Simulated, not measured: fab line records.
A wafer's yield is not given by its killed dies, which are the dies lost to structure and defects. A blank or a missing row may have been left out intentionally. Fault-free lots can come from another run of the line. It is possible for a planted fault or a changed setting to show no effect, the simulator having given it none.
fab line records | flow n5_finfet
record lots=10 | wafers=29 | last_day=17
route steps=1938 shown FIN_SAQP@148 FIN_CUT@175 BEOL_M4@1111 PASSIVATION@1936
lots that met no fault: from a run of the same line without faults
start_h: hours from the record's opening day to when the first of the lot's shown wafers began | wait_h: hours from the lot's prior step to this one | " unchanged from the row above | L1.1+2: one row covering several wafers at once | - value missing, or start not given | * or withheld: withheld | < > ~ a bound
route shown NAME@n: names a module that has steps shown in the file, with the first one's number in the route | usual: mean/standard deviation taken from wafers without a fault | same: alike in all rows | chamber/n: place in a boat | sites: readings site by site | _std_site: their standard deviation | _edge_site: mean of outer sites minus mean of inner sites | radius_mm: how far each site lies from the wafer's centre | mask NAME#n: copy n | behind: the most recent tool/chamber to have shaped the wafer | hold: what put the lot on hold/how long, in hours/how the hold closed | device: transistor that didn't switch, given as n, p or np | end of line: tests of these same wafers at the route's end | step lacking rows: just its recipe | killed: dies that structure and defects cost at the first sort, which is not the same as the wafer's yield | map: shows each die of a wafer: x if killed, . if not, _ if none is there
set.NAME: the setting that was run; set.NAME@STEP: the one run at that earlier step | model.NAME: the simulator's own value behind a step, which no gauge read
steps of the route over a sample of lots; a table a step, a row a wafer
services: from which hour (start_h, from the record's first day; less than 0 if before it) a tool's chamber was out of use, for how many hours, and why
## steps
# step N5_FIN_SAQP_CD_MEAS_37
# recipe target_cd_nm=8 | polarity=line
# usual cd_nm=8.09/0.26
lot.wafer | tool      | chamber | start_h | wait_h | cd_nm
L249.3    | cd_sem-01 | -       | 32.36   | 0.1    | 7.89
L249.4    | "         | -       | "       | "      | 7.62
L249.6    | "         | -       | "       | "      | 8.16
L250.2    | cd_sem-03 | -       | 38.75   | 0.1    | 7.85
L250.4    | "         | -       | "       | "      | 7.69
L250.5    | "         | -       | "       | "      | 8.02
L251.3    | cd_sem-03 | -       | 44.57   | 0.1    | 8.17
L251.4    | "         | -       | "       | "      | 8.41
L251.6    | "         | -       | "       | "      | 7.95
L252.2    | cd_sem-03 | -       | 50.48   | 0.1    | 8.14
L252.4    | "         | -       | "       | "      | 8.28
L252.6    | "         | -       | "       | "      | 7.69
L261.3    | cd_sem-01 | -       | 105.94  | 0.1    | 8.11
L261.5    | "         | -       | "       | "      | 8.24
L261.6    | "         | -       | "       | "      | 8.13
L262.3    | cd_sem-02 | -       | 113.78  | 0.1    | 8.29
L262.5    | "         | -       | "       | "      | 8.38
L262.6    | "         | -       | "       | "      | 8.19
L263.3    | cd_sem-03 | -       | 120.81  | 0.1    | 8.16
L263.5    | "         | -       | "       | "      | 8.14
L263.6    | "         | -       | "       | "      | 7.63
L264.1    | cd_sem-03 | -       | 126.49  | 0.1    | 8.42
L264.6    | "         | -       | "       | "      | 8.10
L265.1    | cd_sem-02 | -       | 129.13  | 0.1    | 8.19
L265.3    | "         | -       | "       | "      | 8.10
L265.5    | "         | -       | "       | "      | 8.26
L270.2    | cd_sem-02 | -       | 159.08  | 0.1    | 8.38
L270.3    | "         | -       | "       | "      | 8.36
L270.5    | "         | -       | "       | "      | 8.30
# step N5_FIN_CUT_PRECLEAN_35
# recipe time_s=13.3 | temp_c=45 | pressure_torr=125 | p_hf_torr=3 | p_coreactant_torr=25 | chemistry=vHF
# usual drypump_motor_current_A=5.9/0.31
lot.wafer | tool          | chamber | start_h | wait_h | drypump_motor_current_A
L249.3    | vapor_etch-01 | 1       | 33.61   | 0.1    | 5.8
L249.4    | "             | 0       | "       | "      | 5.5
L249.6    | "             | 0       | "       | "      | 5.5
L250.2    | vapor_etch-01 | 0       | 39.98   | 0.0    | 5.5
L250.4    | "             | 1       | "       | "      | 5.8
L250.5    | "             | 0       | "       | "      | 5.5
L251.3    | vapor_etch-01 | 0       | 45.81   | 0.1    | 5.5
L251.4    | "             | 1       | "       | "      | 5.8
L251.6    | "             | 0       | "       | "      | 5.5
L252.2    | vapor_etch-02 | 0       | 51.83   | 0.0    | 6.4
L252.4    | "             | 1       | "       | "      | 5.9
L252.6    | "             | 0       | "       | "      | 6.4
L261.3    | vapor_etch-01 | 1       | 107.06  | 0.1    | 5.8
L261.5    | "             | 1       | "       | "      | 5.8
L261.6    | "             | 0       | "       | "      | 5.5
L262.3    | vapor_etch-02 | 0       | 115.03  | 0.1    | 6.4
L262.5    | "             | 1       | "       | "      | 5.8
L262.6    | "             | 0       | "       | "      | 6.4
L263.3    | vapor_etch-01 | 0       | 122.32  | 0.1    | 5.5
L263.5    | "             | 1       | "       | "      | 5.8
L263.6    | "             | 0       | "       | "      | 5.5
L264.1    | vapor_etch-02 | 0       | 128.06  | 0.1    | 6.4
L264.6    | "             | 0       | "       | "      | 6.4
L265.1    | vapor_etch-01 | 1       | 130.25  | 0.0    | 5.8
L265.3    | "             | 0       | "       | "      | 5.5
L265.5    | "             | 1       | "       | "      | 5.8
L270.2    | vapor_etch-02 | 0       | 160.19  | 0.0    | 6.4
L270.3    | "             | 1       | "       | "      | 5.9
L270.5    | "             | 1       | "       | "      | 5.9
# step N5_FIN_CUT_CUT_ETCH_15
# recipe chemistry=HBr/Cl2/O2 | target=Si | target_depth_a=1000 | bt_time_s=10 | mask_material=SOC | time_s=42.4 | ion_energy_ev=* | bias_w=* | pressure_mtorr=10 | icp_w=800 | HBr_flow_sccm=150 | Cl2_flow_sccm=80 | O2_flow_sccm=12
# usual bias_w=* | drypump_motor_current_A=5.7/0.36 | oes_product_au=0.996/0.015 | throttle_valve_pct=37.4/0.35
lot.wafer | tool      | chamber | start_h | wait_h | bias_w | drypump_motor_current_A | oes_product_au | rf_hours_counter_h | throttle_valve_pct
L249.3    | rie_si-04 | 0       | 33.67   | 0.0    | *      | 6.1                     | 1.002          | 99                 | 37.2
L249.4    | "         | 3       | "       | "      | *      | 5.4                     | 0.976          | 29                 | 37.8
L249.6    | "         | 3       | "       | "      | *      | 5.4                     | 0.975          | -                  | 37.9
L250.2    | rie_si-04 | 1       | 40.06   | 0.1    | *      | 5.3                     | 1.022          | 159                | 37.6
L250.4    | "         | 2       | "       | "      | *      | 5.8                     | 0.988          | 98                 | 37.4
L250.5    | "         | 2       | "       | "      | *      | 5.8                     | 0.977          | -                  | 37.3
L251.3    | rie_si-04 | 1       | 45.87   | 0.0    | *      | 5.3                     | 1.028          | 159                | 37.5
L251.4    | "         | 3       | "       | "      | *      | 5.4                     | 0.975          | 29                 | 37.9
L251.6    | "         | 0       | "       | "      | *      | 6.1                     | 0.994          | -                  | 37.2
L252.2    | rie_si-04 | 0       | 51.92   | 0.1    | *      | 6.1                     | 0.983          | 99                 | 37.2
L252.4    | "         | 1       | "       | "      | *      | 5.3                     | 1.023          | 159                | 37.5
L252.6    | "         | 0       | "       | "      | *      | 6.1                     | 0.994          | -                  | 37.2
L261.3    | rie_si-01 | 2       | 107.12  | 0.0    | *      | 6.1                     | 0.983          | 181                | 37.9
L261.5    | "         | 2       | "       | "      | *      | 6.1                     | 0.986          | -                  | 37.9
L261.6    | "         | 3       | "       | "      | *      | 5.5                     | 1.003          | -                  | 37.9
L262.3    | rie_si-01 | 2       | 115.10  | 0.0    | *      | 6.1                     | 0.984          | 181                | 37.9
L262.5    | "         | 2       | "       | "      | *      | 6.1                     | 0.979          | -                  | 37.8
L262.6    | "         | 1       | "       | "      | *      | 5.7                     | 1.003          | -                  | 37.8
L263.3    | rie_si-04 | 0       | 122.38  | 0.0    | *      | 6.1                     | 1.002          | 100                | 37.2
L263.5    | "         | 0       | "       | "      | *      | 6.1                     | 0.994          | -                  | 37.2
L263.6    | "         | 1       | "       | "      | *      | 5.3                     | 1.027          | -                  | 37.5
L264.1    | rie_si-03 | 0       | 128.14  | 0.1    | *      | 5.9                     | 1.005          | 79                 | 37.1
L264.6    | "         | 2       | "       | "      | *      | 5.1                     | 1.014          | -                  | 37.8
L265.1    | rie_si-04 | 1       | 130.33  | 0.1    | *      | 5.3                     | 1.022          | 161                | 37.5
L265.3    | "         | 0       | "       | "      | *      | 6.1                     | 0.987          | 100                | 37.2
L265.5    | "         | 3       | "       | "      | *      | 5.4                     | 0.982          | -                  | 37.9
L270.2    | rie_si-03 | 2       | 160.27  | 0.1    | *      | 5.1                     | 1.002          | 112                | 37.8
L270.3    | "         | 3       | "       | "      | *      | 5.9                     | 0.993          | 80                 | 37.2
L270.5    | "         | 1       | "       | "      | *      | 6.2                     | 0.996          | -                  | 36.5
# step N5_FIN_CUT_CUT_ETCH_28
# recipe chemistry=HBr/Cl2/O2 | target=Si | target_depth_a=60 | mask_material=SOC | time_s=2.4 | ion_energy_ev=* | bias_w=* | pressure_mtorr=10 | icp_w=800 | HBr_flow_sccm=150 | Cl2_flow_sccm=80 | O2_flow_sccm=12
# usual bias_w=* | drypump_motor_current_A=5.7/0.36 | oes_product_au=0.997/0.015 | throttle_valve_pct=37.4/0.35
lot.wafer | tool      | chamber | start_h | wait_h | bias_w | drypump_motor_current_A | oes_product_au | rf_hours_counter_h | throttle_valve_pct
L249.3    | rie_si-04 | 0       | 33.72   | 0.0    | *      | 6.1                     | 0.993          | 99                 | 37.2
L249.4    | "         | 3       | "       | "      | *      | 5.4                     | 0.978          | 29                 | 37.8
L249.6    | "         | 3       | "       | "      | *      | 5.4                     | 0.973          | -                  | 37.8
L250.2    | rie_si-04 | 1       | 40.11   | 0.0    | *      | 5.3                     | 1.026          | 159                | 37.5
L250.4    | "         | 2       | "       | "      | *      | 5.9                     | 0.985          | 98                 | 37.3
L250.5    | "         | 2       | "       | "      | *      | 5.8                     | 0.992          | -                  | 37.3
L251.3    | rie_si-04 | 1       | 45.93   | 0.0    | *      | 5.3                     | 1.027          | 159                | 37.5
L251.4    | "         | 3       | "       | "      | *      | 5.4                     | 0.981          | 29                 | 37.8
L251.6    | "         | 0       | "       | "      | *      | 6.1                     | 1.001          | -                  | 37.2
L252.2    | rie_si-04 | 0       | 51.97   | 0.0    | *      | 6.1                     | 0.988          | 99                 | 37.2
L252.4    | "         | 1       | "       | "      | *      | 5.3                     | 1.033          | 159                | 37.5
L252.6    | "         | 0       | "       | "      | *      | 6.1                     | 0.986          | -                  | 37.2
L261.3    | rie_si-01 | 2       | 107.17  | 0.0    | *      | 6.1                     | 0.979          | 181                | 37.9
L261.5    | "         | 2       | "       | "      | *      | 6.1                     | 0.992          | -                  | 37.8
L261.6    | "         | 3       | "       | "      | *      | 5.5                     | 0.994          | -                  | 37.8
L262.3    | rie_si-01 | 2       | 115.16  | 0.0    | *      | 6.0                     | 0.969          | 181                | 37.9
L262.5    | "         | 2       | "       | "      | *      | 6.1                     | 0.974          | -                  | 37.8
L262.6    | "         | 1       | "       | "      | *      | 5.7                     | 1.000          | -                  | 37.8
L263.3    | rie_si-04 | 0       | 122.44  | 0.0    | *      | 6.1                     | 0.995          | 100                | 37.2
L263.5    | "         | 0       | "       | "      | *      | 6.1                     | 0.992          | -                  | 37.2
L263.6    | "         | 1       | "       | "      | *      | 5.3                     | 1.017          | -                  | 37.5
L264.1    | rie_si-03 | 0       | 128.20  | 0.0    | *      | 6.0                     | 1.001          | 79                 | 37.1
L264.6    | "         | 2       | "       | "      | *      | 5.1                     | 1.010          | -                  | 37.8
L265.1    | rie_si-04 | 1       | 130.38  | 0.0    | *      | 5.3                     | 1.025          | 161                | 37.5
L265.3    | "         | 0       | "       | "      | *      | 6.1                     | 0.996          | 100                | 37.2
L265.5    | "         | 3       | "       | "      | *      | 5.4                     | 0.969          | -                  | 37.9
L270.2    | rie_si-03 | 2       | 160.33  | 0.0    | *      | 5.2                     | 0.995          | 112                | 37.8
L270.3    | "         | 3       | "       | "      | *      | 5.9                     | 1.000          | 80                 | 37.2
L270.5    | "         | 1       | "       | "      | *      | 6.3                     | 1.006          | -                  | 36.5
# step N5_BEOL_M4_RC_MEAS_101
# usual DIBL_N=36.2/2.4 | DIBL_P=36.2/2.6 | IOFF_N=0.16/0.045 | IOFF_P=0.21/0.046 | ION_N=674/17 | ION_P=463/11 | SS_N=71.5/0.77 | SS_P=73.1/0.76 | VT_N=250/3.9 | VT_P=-250/3.9
lot.wafer | tool      | chamber | start_h | wait_h | DIBL_N[mV/V] | DIBL_P[mV/V] | IOFF_N[nA/um] | IOFF_P[nA/um] | ION_N[uA/um] | ION_P[uA/um] | SS_N[mV/dec] | SS_P[mV/dec] | VT_N[mV] | VT_P[mV]
L249.3    | prober-02 | 0       | 162.94  | 0.3    | 32.4         | 31.4         | 0.10          | 0.13          | 667          | 456          | 69.5         | 71.9         | 254      | -258
L249.4    | "         | 0       | "       | "      | 30.5         | 28.2         | 0.07          | 0.10          | 649          | 448          | 69.5         | 70.9         | 261      | -261
L249.6    | "         | 0       | "       | "      | 37.0         | 37.0         | 0.18          | 0.20          | 678          | 463          | 71.2         | 73.7         | 249      | -252
L250.2    | prober-01 | 0       | 165.86  | 0.2    | 34.6         | 37.3         | 0.13          | 0.16          | 646          | 439          | 71.7         | 73.4         | 258      | -258
L250.4    | "         | 0       | "       | "      | 32.8         | 36.1         | 0.12          | 0.15          | 677          | 470          | 71.7         | 72.2         | 253      | -257
L250.5    | "         | 0       | "       | "      | 31.4         | 34.6         | 0.10          | 0.14          | 658          | 457          | 70.6         | 72.7         | 255      | -258
L251.3    | prober-01 | 0       | 178.94  | 0.3    | 36.5         | 38.4         | 0.18          | 0.25          | 678          | 464          | 71.1         | 73.2         | 247      | -246
L251.4    | "         | 0       | "       | "      | 37.6         | 38.5         | 0.20          | 0.26          | 701          | 476          | 71.8         | 73.6         | 245      | -246
L251.6    | "         | 0       | "       | "      | 35.0         | 35.3         | 0.13          | 0.19          | 649          | 453          | 70.9         | 72.6         | 255      | -250
L252.2    | prober-01 | 0       | 185.97  | 0.2    | 37.8         | 36.7         | 0.15          | 0.17          | 669          | 445          | 72.4         | 73.7         | 253      | -258
L252.4    | "         | 0       | "       | "      | 38.2         | 37.9         | 0.16          | 0.20          | 678          | 464          | 71.1         | 74.5         | 250      | -256
L252.6    | "         | 0       | "       | "      | 36.8         | 35.4         | 0.12          | 0.16          | 644          | 438          | 72.1         | 73.0         | 257      | -257
L261.3    | prober-01 | 0       | 251.77  | 0.3    | 36.1         | 35.5         | 0.16          | 0.25          | 674          | 467          | 72.1         | 73.8         | 249      | -247
L261.5    | "         | 0       | "       | "      | 36.9         | 35.6         | 0.19          | 0.24          | 676          | 466          | 72.6         | 73.7         | 245      | -247
L261.6    | "         | 0       | "       | "      | 35.0         | 33.6         | 0.14          | 0.21          | 681          | 476          | 71.0         | 73.0         | 251      | -251
L262.3    | prober-01 | 0       | 254.58  | 0.3    | 39.9         | 39.5         | 0.23          | 0.33          | 676          | 469          | 73.1         | 74.4         | 246      | -244
L262.5    | "         | 0       | "       | "      | 36.7         | 35.6         | 0.16          | 0.24          | 674          | 469          | 71.7         | 73.7         | 250      | -247
L262.6    | "         | 0       | "       | "      | 36.6         | 35.2         | 0.16          | 0.24          | 696          | 476          | 71.7         | 73.8         | 250      | -246
L263.3    | prober-01 | 0       | 257.52  | 0.3    | 35.7         | 38.0         | 0.18          | 0.21          | 688          | 468          | 71.6         | 73.2         | 247      | -251
L263.5    | "         | 0       | "       | "      | 34.6         | 36.0         | 0.16          | 0.18          | 691          | 468          | 71.2         | 72.8         | 248      | -252
L263.6    | "         | 0       | "       | "      | 36.0         | 37.9         | 0.16          | 0.20          | 665          | 458          | 71.8         | 73.8         | 250      | -252
L264.1    | prober-02 | 0       | 259.19  | 0.0    | 34.9         | 33.0         | 0.13          | 0.20          | 682          | 473          | 71.2         | 72.7         | 251      | -248
L264.6    | "         | 0       | "       | "      | 38.4         | 36.2         | 0.19          | 0.26          | 638          | 453          | 72.1         | 73.6         | 248      | -246
L265.1    | prober-02 | 0       | 276.63  | 0.0    | 37.7         | 38.1         | 0.20          | 0.25          | 704          | 477          | 71.0         | 74.4         | 247      | -249
L265.3    | "         | 0       | "       | "      | 38.0         | 37.1         | 0.19          | 0.23          | 680          | 468          | 71.1         | 73.9         | 249      | -250
L265.5    | "         | 0       | "       | "      | 38.6         | 38.9         | 0.20          | 0.26          | 692          | 468          | 72.1         | 73.7         | 247      | -247
L270.2    | prober-02 | 0       | 309.45  | 0.2    | 35.4         | 35.4         | 0.14          | 0.22          | 663          | 456          | 70.9         | 73.0         | 250      | -248
L270.3    | "         | 0       | "       | "      | 33.3         | 32.2         | 0.10          | 0.17          | 647          | 452          | 70.8         | 72.6         | 258      | -251
L270.5    | "         | 0       | "       | "      | 34.5         | 34.5         | 0.13          | 0.21          | 674          | 474          | 71.5         | 72.9         | 255      | -250
# step N5_PASSIVATION_PROBE_49
# usual defect_limited_yield=91.2/1.4 | killed_at_M0_to_M3=33/9.5 | killed_at_M4_up=13/4.7 | killed_at_contacts=11/5.3 | killed_at_front_end=42/12 | killed_at_other=5/3.3 | killed_dies=104/17 | killed_open=67/12 | killed_short=33/7.7 | sort_bin_5_function=5.1/0.94 | sort_bin_6_memory=3.3/0.67 | sort_bin_8_speed=0.1/1.3 | sort_n_pass=1074/24 | sort_yield_pct=91.1/2
# same gross_dies=1180 | killed_at_back_side=0 | sort_bin_4_leakage[%]=0
lot.wafer | tool      | chamber | start_h | wait_h | defect_limited_yield[%] | killed_at_M0_to_M3 | killed_at_M4_up | killed_at_contacts | killed_at_front_end | killed_at_other | killed_dies | killed_open | killed_short | sort_bin_5_function[%] | sort_bin_6_memory[%] | sort_bin_8_speed[%] | sort_n_pass | sort_yield_pct[%]
L262.3    | prober-01 | -       | 376.74  | 0.1    | 88.8                    | 55                 | 21              | 11                 | 45                  | 0               | 132         | 85          | 47           | 6.9                    | 3.9                  | 0                   | 1048        | 88.8
L262.5    | prober-01 | -       | 376.84  | 0.2    | 90.8                    | 38                 | 21              | 16                 | 31                  | 2               | 108         | 70          | 37           | 6.4                    | 2.5                  | 0                   | 1072        | 90.8
L262.6    | prober-01 | -       | 376.89  | 0.3    | 91.9                    | 43                 | 20              | 8                  | 23                  | 2               | 96          | 62          | 27           | 3.9                    | 3.3                  | 0                   | 1084        | 91.9
L261.3    | prober-01 | -       | 379.48  | 1.4    | 88.4                    | 29                 | 15              | 6                  | 82                  | 5               | 137         | 77          | 59           | 7.5                    | 3.6                  | 0                   | 1043        | 88.4
L261.5    | prober-01 | -       | 379.58  | 1.5    | 91.5                    | 23                 | 14              | 6                  | 55                  | 2               | 100         | 62          | 35           | 6.1                    | 2.1                  | 0                   | 1080        | 91.5
L261.6    | prober-01 | -       | 379.63  | 1.6    | 87.8                    | 37                 | 16              | 12                 | 68                  | 11              | 144         | 87          | 57           | 7.4                    | 4.4                  | 0                   | 1036        | 87.8
L264.1    | prober-02 | -       | 391.80  | 0.0    | 90.9                    | 30                 | 7               | 10                 | 58                  | 2               | 107         | 60          | 39           | 4.6                    | 3.1                  | 0                   | 1073        | 90.9
L264.6    | prober-02 | -       | 392.05  | 0.3    | 89.6                    | 30                 | 14              | 6                  | 72                  | 1               | 123         | 83          | 33           | 6.8                    | 3.1                  | 0.1                 | 1056        | 89.5
# killed by level:class
L262.3 BEOL_M0_SAQP:geometric_particle:short=15 BEOL_M0:geometric_particle:open=11 MOL_CONTACT_COAG:geometric_particle:open=11 BEOL_M4:geometric_particle:open=11 BEOL_M1:geometric_particle:open=10 ILD0:geometric_particle:short=9 STI_FIN_REVEAL:geometric_particle:open=8 BEOL_M2:geometric_particle:open=7
L262.5 MOL_CONTACT_COAG:geometric_particle:open=13 ILD0:geometric_particle:short=9 BEOL_M0_SAQP:geometric_particle:open=9 BEOL_M0_SAQP:geometric_particle:short=8 BEOL_M2:geometric_particle:open=7 BEOL_M4:geometric_particle:open=7 FIN_SAQP:geometric_particle:short=6 BEOL_M5:geometric_particle:open=6
L262.6 BEOL_M0_SAQP:geometric_particle:short=11 BEOL_M4:geometric_particle:open=10 BEOL_M0_SAQP:geometric_particle:open=9 MOL_CONTACT_COAG:geometric_particle:open=7 BEOL_M1:geometric_particle:open=7 BEOL_M2:geometric_particle:open=6 HKMG_FIN:area_etch=5 STI_FIN_REVEAL:geometric_particle:open=4
L261.3 FIN_SAQP:geometric_particle:open=23 FIN_SAQP:geometric_particle:short=23 DUMMY_GATE:geometric_particle:open=9 ILD0:geometric_particle:open=6 STI_FIN_REVEAL:geometric_particle:open=5 BEOL_M1:geometric_particle:short=5 BEOL_M0_SAQP:geometric_particle:short=5 BEOL_M2:geometric_particle:open=5
L261.5 STI_FIN_REVEAL:geometric_particle:open=12 FIN_SAQP:geometric_particle:short=11 FIN_SAQP:geometric_particle:open=9 STI_FIN_REVEAL:geometric_particle:short=7 DUMMY_GATE:geometric_particle:open=6 BEOL_M0_SAQP:geometric_particle:short=5 BEOL_M0_SAQP:geometric_particle:open=5 BEOL_M2:geometric_particle:open=5
L261.6 FIN_SAQP:geometric_particle:open=19 FIN_SAQP:geometric_particle:short=14 STI_FIN_REVEAL:geometric_particle:open=9 BEOL_M1:geometric_particle:open=8 BEOL_M4:geometric_particle:open=8 MOL_CONTACT_COAG:geometric_particle:open=7 STARTING-WAFER:geometric_particle:short=6 BEOL_M0_SAQP:geometric_particle:short=6
L264.1 STI_FIN_REVEAL:geometric_particle:open=14 STI_FIN_REVEAL:geometric_particle:short=10 MOL_CONTACT_COAG:geometric_particle:open=9 BEOL_M0_SAQP:geometric_particle:short=8 GATE_CUT:geometric_particle:short=8 BEOL_M2:geometric_particle:open=7 FIN_SAQP:geometric_particle:open=6 HKMG_FIN:area_etch=6
L264.6 FIN_SAQP:geometric_particle:open=17 STI_FIN_REVEAL:geometric_particle:open=16 BEOL_M2:geometric_particle:open=10 FIN_SAQP:geometric_particle:short=9 BEOL_M0_SAQP:geometric_particle:open=7 MOL_CONTACT_COAG:geometric_particle:open=6 GATE_CUT:geometric_particle:open=5 BEOL_M0_SAQP:geometric_particle:short=5
## services
tool          | chamber | start_h | hours | kind
vapor_etch-02 | -       | 55.57   | 2.8   | pm
rie_si-04     | 3       | 60.45   | 3.7   | repair
rie_si-04     | 2       | 77.20   | 14.7  | repair
rie_si-03     | -       | 119.28  | 4.0   | pm
rie_si-03     | 1       | 124.48  | -     | clean
rie_si-03     | 1       | 124.48  | 14.1  | scheduled_down
rie_si-03     | 1       | 124.48  | 14.1  | vent_cycle
## key
first_sign step=N5_FIN_CUT_CUT_ETCH_15 | reading=bias_w | direction=down | sigmas=21 | usual=* | struck=*
effect none on later readings
met_at N5_FIN_CUT_CUT_ETCH_15
struck_lots L251,L252
struck_wafers L251.6,L252.2,L252.6
not_acting_at N5_FIN_SAQP_CD_MEAS_37,N5_FIN_CUT_PRECLEAN_35,N5_FIN_CUT_CUT_ETCH_28
onset_between 33.67 45.87
fault kind=process_parameter_drift | tool=rie_si-04 | chamber=0 | onset_h=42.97 | steps=N5_FIN_CUT_CUT_ETCH_15 | channel=bias_w | offset=* | shape=step | end_h=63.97 | acts_in=* | stated=*
